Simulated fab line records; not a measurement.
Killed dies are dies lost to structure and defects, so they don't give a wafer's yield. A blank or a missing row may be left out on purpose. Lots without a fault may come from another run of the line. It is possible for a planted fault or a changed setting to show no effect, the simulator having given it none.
Chamber matching | flow n5Finfet | N5_BEOL_M14_DESCUM_33 on rieDiel-06 has 4 sister chambers
The step chemistry O2, time 7.9 s. 8 wafers are shown with their chamber, then 7 later ones without.

WAFERS, EACH WITH ITS CHAMBER
wafer  | chamber | drypumpMotorCurrentA (A) | throttleValvePct (%)
L075.1 | 0       | 6.0                      | 20.70
L078.1 | 0       | 6.0                      | 20.69
L086.5 | 1       | 5.8                      | 20.27
L091.4 | 1       | 5.7                      | 20.28
L091.5 | 2       | 5.6                      | 20.13
L091.6 | 3       | 5.7                      | 20.61
L095.2 | 3       | 5.7                      | 20.61
L095.4 | 2       | 5.5                      | 20.15

WAFERS WHOSE CHAMBER IS MISSING
wafer  | drypumpMotorCurrentA (A) | throttleValvePct (%)
L095.5 | 5.5                      | 20.15
L094.1 | 5.7                      | 20.30
L094.3 | 5.6                      | 20.15
L094.6 | 5.7                      | 20.30
L097.1 | 6.0                      | 20.76
L097.4 | 5.7                      | 20.65
L097.6 | 6.0                      | 20.77

EACH ONE'S CHAMBER
wafer  | from the rows above | in truth
L095.5 | 2                   | 2
L094.1 | 1                   | 1
L094.3 | 2                   | 2
L094.6 | 1                   | 1
L097.1 | 0                   | 0
L097.4 | 3                   | 3
L097.6 | 0                   | 0
Correctly placed: 7 of 7. Can't be placed from these rows: 0. Number placed wrongly: 0.
How it was worked out, from the rows above alone: a wafer's distance from a chamber is the root of the sum, over the readings, of the square of ((its reading less the chamber's mean) divided by the reading's scatter). The wafer belongs to the nearest chamber; if the next one is less than 2 further off, it can't be placed. A chamber's mean is the mean of its shown wafers. How the scatter is found: for the shown wafers, subtract from each reading the mean of its chamber, square and add these, divide the total by (wafers less chambers), then take the root.
